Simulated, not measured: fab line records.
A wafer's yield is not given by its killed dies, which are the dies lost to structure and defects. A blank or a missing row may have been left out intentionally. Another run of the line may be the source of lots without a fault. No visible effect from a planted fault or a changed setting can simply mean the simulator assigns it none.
Which tool did it?	flow n5_finfet	72 wafers from 24 lots sampled at 5 of the route's 1938 steps

## WHAT THE GAUGES READ, wafer by wafer
N5_FIN_SAQP_OCD_MEAS_76.
lot	measured	on	trench_depth_nm (nm)
L074	day 2 01:41	ocd-02	120.3 121.1 123.0
L075	day 2 09:41	ocd-02	121.7 124.6 121.7
L076	day 2 14:08	ocd-02	123.3 119.2 123.0
L077	day 2 21:03	ocd-01	120.3 121.5 120.1
L078	day 3 02:05	ocd-02	120.4 121.0 122.7
L079	day 3 08:37	ocd-02	120.0 121.1 119.4
L080	day 3 15:58	ocd-02	119.8 121.1 120.3
L081	day 3 20:36	ocd-02	119.7 119.8 120.1
L082	day 4 02:29	ocd-02	119.9 120.5 120.1
L083	day 4 09:18	ocd-01	119.4 119.8 120.7
L084	day 4 15:41	ocd-02	120.0 120.8 118.5
L085	day 4 22:14	ocd-02	121.6 120.0 118.9
L086	day 5 04:34	ocd-01	119.9 118.8 119.1
L087	day 5 11:25	ocd-01	122.7 120.2 124.0
L088	day 5 18:08	ocd-02	119.4 119.3 119.5
L089	day 5 23:56	ocd-01	119.9 120.6 121.0
L090	day 6 04:40	ocd-02	120.4 117.0 118.7
L091	day 6 10:47	ocd-01	120.7 122.5 121.3
L092	day 6 16:13	ocd-01	119.9 121.1 117.4
L093	day 6 21:43	ocd-01	122.2 119.0 119.7
L094	day 7 02:59	ocd-01	119.8 119.7 120.8
L095	day 7 09:51	ocd-01	116.8 118.0 118.6
L096	day 7 15:00	ocd-01	122.0 120.6 120.1
L097	day 7 20:17	ocd-01	119.8 120.7 120.8

N5_STI_FIN_REVEAL_INSPECT_13: inspects for defects (darkfield).
lot	measured	on	raw_defect_count
L074	day 2 11:50	defect_inspect-02	10 16 6
L075	day 2 20:30	defect_inspect-02	18 11 9
L076	day 3 01:29	defect_inspect-02	16 15 11
L077	day 3 07:11	defect_inspect-01	17 14 10
L078	day 3 12:28	defect_inspect-01	13 7 9
L079	day 3 20:36	defect_inspect-02	3 7 7
L080	day 4 02:51	defect_inspect-02	9 14 9
L081	day 4 07:35	defect_inspect-02	9 12 14
L082	day 4 12:46	defect_inspect-01	6 7 11
L083	day 4 20:01	defect_inspect-02	14 8 7
L084	day 5 02:23	defect_inspect-02	1 12 10
L085	day 5 09:22	defect_inspect-02	20 7 19
L086	day 5 14:52	defect_inspect-02	3 15 9
L087	day 5 23:21	defect_inspect-02	8 8 9
L088	day 6 04:36	defect_inspect-02	15 30 17
L089	day 6 10:46	defect_inspect-01	9 13 13
L090	day 6 15:32	defect_inspect-02	6 11 11
L091	day 6 21:28	defect_inspect-01	10 11 7
L092	day 7 02:21	defect_inspect-02	12 5 6
L093	day 7 08:12	defect_inspect-02	12 14 14
L094	day 7 13:30	defect_inspect-01	7 8 11
L095	day 7 20:08	defect_inspect-02	16 19 22
L096	day 8 01:30	defect_inspect-01	8 14 7
L097	day 8 06:45	defect_inspect-02	19 17 16

N5_DUMMY_GATE_OVL_MEAS_16.
lot	measured	on	GATE_OVL (nm)
L074	day 2 20:24	overlay-01	-0.3 -1.0 0.7
L075	day 3 07:08	overlay-02	0.1 0.1 -0.8
L076	day 3 10:34	overlay-01	0.2 0.1 0.3
L077	day 3 15:44	overlay-02	1.3 0.0 -0.4
L078	day 3 21:28	overlay-01	-1.8 -1.5 -0.4
L079	day 4 05:14	overlay-02	0.3 0.8 0.2
L080	day 4 11:32	overlay-02	-0.5 -0.8 0.1
L081	day 4 18:54	overlay-02	0.7 0.4 0.1
L082	day 4 21:17	overlay-02	0.7 0.7 0.3
L083	day 5 05:31	overlay-02	-0.9 -0.1 -0.1
L084	day 5 11:01	overlay-02	0.2 0.2 -1.0
L085	day 5 17:55	overlay-01	1.7 0.0 1.0
L086	day 5 23:24	overlay-02	1.1 0.5 0.6
L087	day 6 07:52	overlay-01	0.9 1.8 1.0
L088	day 6 13:09	overlay-01	0.5 1.4 0.9
L089	day 6 20:43	overlay-02	-1.3 -0.4 -0.2
L090	day 7 00:26	overlay-01	0.6 0.9 0.9
L091	day 7 06:06	overlay-01	-0.3 -1.1 -0.8
L092	day 7 10:59	overlay-01	0.3 0.8 -0.1
L093	day 7 16:53	overlay-01	0.4 -0.3 -0.6
L094	day 7 22:02	overlay-01	0.7 -0.6 -0.5
L095	day 8 04:47	overlay-01	1.1 0.5 0.4
L096	day 8 10:00	overlay-02	0.0 0.9 -0.5
L097	day 8 15:24	overlay-02	-1.1 -1.2 -0.4

## WHAT TOOL EACH LOT RAN ON (gives the tool, then ch and the chambers of the sampled wafers, and finally the start)
lot	N5_FIN_SAQP_ETCH_64	N5_STI_FIN_REVEAL_ETCH_34
L074	rie_si-03 ch 1,2,3, day 2 01:26	rie_si-02 ch 0,1,2, day 2 11:07
L075	rie_si-04 ch 0,1, day 2 09:26	rie_si-03 ch 0,2,3, day 2 19:49
L076	rie_si-04 ch 1,3, day 2 13:53	rie_si-04 ch 0,1, day 3 00:48
L077	rie_si-04 ch 0,2,3, day 2 20:49	rie_si-04 ch 0,1,3, day 3 06:29
L078	rie_si-04 ch 0,2, day 3 01:51	rie_si-02 ch 1,2,3, day 3 11:44
L079	rie_si-02 ch 1,2,3, day 3 08:23	rie_si-02 ch 2,3, day 3 19:53
L080	rie_si-03 ch 0,1,3, day 3 15:43	rie_si-02 ch 1,2, day 4 02:10
L081	rie_si-03 ch 0,1,2, day 3 20:22	rie_si-04 ch 0,2,3, day 4 06:53
L082	rie_si-04 ch 0,2,3, day 4 02:14	rie_si-04 ch 1,2,3, day 4 12:04
L083	rie_si-04 ch 2,3, day 4 09:04	rie_si-02 ch 1,2,3, day 4 19:19
L084	rie_si-03 ch 1,2,3, day 4 15:27	rie_si-04 ch 0,3, day 5 01:41
L085	rie_si-04 ch 1,2,3, day 4 22:00	rie_si-03 ch 2,3, day 5 08:40
L086	rie_si-03 ch 0,1, day 5 04:19	rie_si-04 ch 0,1,3, day 5 14:11
L087	rie_si-04 ch 0,1, day 5 11:10	rie_si-04 ch 0,3, day 5 22:39
L088	rie_si-03 ch 0,3, day 5 17:55	rie_si-04 ch 0,1,3, day 6 03:54
L089	rie_si-04 ch 0,3, day 5 23:42	rie_si-02 ch 1,2,3, day 6 10:04
L090	rie_si-02 ch 1,3, day 6 04:25	rie_si-03 ch 0,2,3, day 6 14:50
L091	rie_si-03 ch 2,3, day 6 10:33	rie_si-03 ch 0,1, day 6 20:44
L092	rie_si-04 ch 1,2, day 6 15:59	rie_si-04 ch 0,3, day 7 01:38
L093	rie_si-04 ch 1,3, day 6 21:28	rie_si-02 ch 1,2,3, day 7 07:30
L094	rie_si-02 ch 0,1,3, day 7 02:44	rie_si-04 ch 2,3, day 7 12:49
L095	rie_si-03 ch 0,1,2, day 7 09:36	rie_si-02 ch 0,1,3, day 7 19:26
L096	rie_si-02 ch 2,3, day 7 14:46	rie_si-03 ch 0,1,2, day 8 00:48
L097	rie_si-02 ch 0,1,3, day 7 20:02	rie_si-02 ch 0,3, day 8 06:02
- N5_FIN_SAQP_ETCH_64: etches SiO2 in CF4, target depth 1.5 nm.
- N5_STI_FIN_REVEAL_ETCH_34: etches Si in H2, material Si, target depth 0.97 nm.

## AS READ BY THE TOOLS THEMSELVES (means over the sampled wafers that have a number; for cases with no such wafer, the mark the record gives instead)
N5_FIN_SAQP_ETCH_64.
lot	tool	drypump_motor_current_A (A)	oes_product_au (a.u.)	rf_fwd_power_W (W)	throttle_valve_pct (%)
L074	rie_si-03	6.0	0.999	783	21.67
L075	rie_si-04	6.0	1.025	781	21.81
L076	rie_si-04	5.7	1.013	782	21.98
L077	rie_si-04	6.2	1.007	786	21.70
L078	rie_si-04	6.3	1.014	783	21.67
L079	rie_si-02	5.6	1.000	785	21.71
L080	rie_si-03	6.1	1.001	785	21.63
L081	rie_si-03	6.1	0.993	787	21.80
L082	rie_si-04	6.2	1.005	782	21.70
L083	rie_si-04	6.1	1.001	787	21.73
L084	rie_si-03	6.0	0.990	786	21.66
L085	rie_si-04	5.9	1.002	784	21.84
L086	rie_si-03	6.4	0.989	786	21.78
L087	rie_si-04	5.8	1.019	779	21.93
L088	rie_si-03	5.7	0.992	785	21.61
L089	rie_si-04	6.2	0.999	789	21.71
L090	rie_si-02	5.6	1.016	785	21.68
L091	rie_si-03	5.6	0.992	784	21.67
L092	rie_si-04	6.0	1.000	781	21.83
L093	rie_si-04	5.9	0.998	784	21.85
L094	rie_si-02	5.5	1.006	783	21.67
L095	rie_si-03	6.1	0.988	786	21.80
L096	rie_si-02	5.6	1.016	786	21.69
L097	rie_si-02	5.5	1.012	786	21.67

N5_STI_FIN_REVEAL_ETCH_34.
lot	tool	drypump_motor_current_A (A)	oes_product_au (a.u.)	rf_fwd_power_W (W)	throttle_valve_pct (%)
L074	rie_si-02	5.5	0.999	296.9	25.61
L075	rie_si-03	5.7	0.997	298.1	25.63
L076	rie_si-04	5.8	1.012	294.3	25.72
L077	rie_si-04	6.0	1.014	296.1	25.65
L078	rie_si-02	5.6	1.005	297.4	25.74
L079	rie_si-02	5.6	0.999	297.3	25.61
L080	rie_si-02	5.6	0.996	297.4	25.59
L081	rie_si-04	6.2	1.012	297.4	25.52
L082	rie_si-04	5.9	1.006	297.0	25.74
L083	rie_si-02	5.6	1.013	297.6	25.73
L084	rie_si-04	6.2	1.015	295.8	25.43
L085	rie_si-03	5.7	0.993	297.0	25.76
L086	rie_si-04	6.0	1.011	295.9	25.65
L087	rie_si-04	6.2	1.005	297.2	25.59
L088	rie_si-04	6.0	1.011	296.3	25.65
L089	rie_si-02	5.6	1.003	297.3	25.73
L090	rie_si-03	5.7	0.999	296.0	25.64
L091	rie_si-03	6.1	0.999	297.6	25.79
L092	rie_si-04	6.2	1.002	296.7	25.43
L093	rie_si-02	5.6	1.007	297.9	25.73
L094	rie_si-04	6.1	1.015	297.3	25.68
L095	rie_si-02	5.5	1.012	297.7	25.76
L096	rie_si-03	6.1	0.983	296.7	25.90
L097	rie_si-02	5.4	0.993	296.6	25.68

## THE ANSWER, worked out from the rows above alone
Rule: the usual values come from the lots themselves. The widest of any qualifying gaps counts: lots, ordered by their means at a reading, are off when they make up no more than a third of the lots, leave a main group of 4 or more, and stand apart from it by 3 or more times the standard deviation of that group's means. If all means in a main group match to the digits the tables above print for the reading, that group is not used. Also off: a lot with no number at a reading for which 4 or more lots have one. Any other lot the step has rows for is counted as sound. After the gauges, taken in route order, come the tools' own readings; for these a lot's mean is taken, as printed above. The first step at which some lot is off is used, and at that step the reading that is off furthest; a lot without a number counts as furthest.
Across all readings shown, no lot is off: no conclusion can be drawn from this.

## WHAT THE SIMULATOR HAD PUT IN
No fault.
